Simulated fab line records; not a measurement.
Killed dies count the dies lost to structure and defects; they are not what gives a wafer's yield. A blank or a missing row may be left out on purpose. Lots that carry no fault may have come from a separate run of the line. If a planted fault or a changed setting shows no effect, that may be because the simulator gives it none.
Matching of chambers | flow n5 finfet | N5_FIN_CUT_DESCUM_13 on rie diel-02 has 4 sister chambers
The step chemistry O2, time 7 s. 14 wafers are shown with their chamber, then 7 later ones without.

## WAFERS PAIRED WITH THEIR CHAMBERS
wafer  | chamber | showerhead plenum p Torr (Torr) | drypump motor current A (A) | throttle valve pct (%)
L385.1 | 3       | 2.04                            | 6.5                         | 20.56
L385.2 | 0       | 2.11                            | 6.6                         | 20.65
L385.6 | 3       | 2.04                            | 6.5                         | 20.55
L390.1 | 2       | 2.08                            | 5.8                         | 20.41
L390.3 | 3       | 2.03                            | 6.6                         | 20.58
L390.4 | 2       | 2.08                            | 5.9                         | 20.40
L391.3 | 2       | 2.08                            | 5.9                         | 20.41
L391.4 | 2       | 2.08                            | 5.8                         | 20.41
L391.5 | 3       | 2.03                            | 6.6                         | 20.57
L392.4 | 0       | 2.10                            | 6.6                         | 20.69
L392.5 | 2       | 2.08                            | 5.8                         | 20.41
L392.6 | 1       | 2.19                            | 5.7                         | 20.43
L393.1 | 0       | 2.10                            | 6.5                         | 20.68
L393.2 | 1       | 2.19                            | 5.7                         | 20.45

SIGNATURES (averages over the wafers above)
reading                  | chamber 0 | chamber 1 | chamber 2 | chamber 3 | scatter within a chamber
showerhead plenum p Torr | 2.1033    | 2.1900    | 2.0800    | 2.0350    | 0.00408
drypump motor current A  | 6.567     | 5.700     | 5.840     | 6.550     | 0.0535
throttle valve pct       | 20.6733   | 20.4400   | 20.4080   | 20.5650   | 0.0128
Rule: distance of a wafer from a chamber = root of the sum over the readings of ((wafer's reading minus chamber's mean) / reading's scatter) squared. The wafer belongs to the nearest chamber; if the next one is less than 2 further off, it can't be placed. The scatter: the root of (the sum of the squares of (reading less its chamber's mean) over the shown wafers, divided by (wafers less chambers)).

## WAFERS WITHOUT THEIR CHAMBER
wafer  | showerhead plenum p Torr (Torr) | drypump motor current A (A) | throttle valve pct (%)
L393.4 | 2.07                            | 5.8                         | 20.40
L395.4 | 2.10                            | 6.5                         | 20.68
L395.5 | 2.03                            | 6.6                         | 20.58
L395.6 | 2.10                            | 6.5                         | 20.69
L405.2 | 2.07                            | 5.9                         | 20.43
L405.3 | 2.18                            | 5.7                         | 20.46
L405.4 | 2.02                            | 6.5                         | 20.64

## THE CHAMBER EACH PASSED THROUGH
wafer  | from the rows above | in truth
L393.4 | 2                   | 2
L395.4 | 0                   | 0
L395.5 | 3                   | 3
L395.6 | 0                   | 0
L405.2 | 2                   | 2
L405.3 | 1                   | 1
L405.4 | 3                   | 3
Placed correctly: 7 of 7. From these rows, 0 cannot be placed. Placed wrongly: 0.
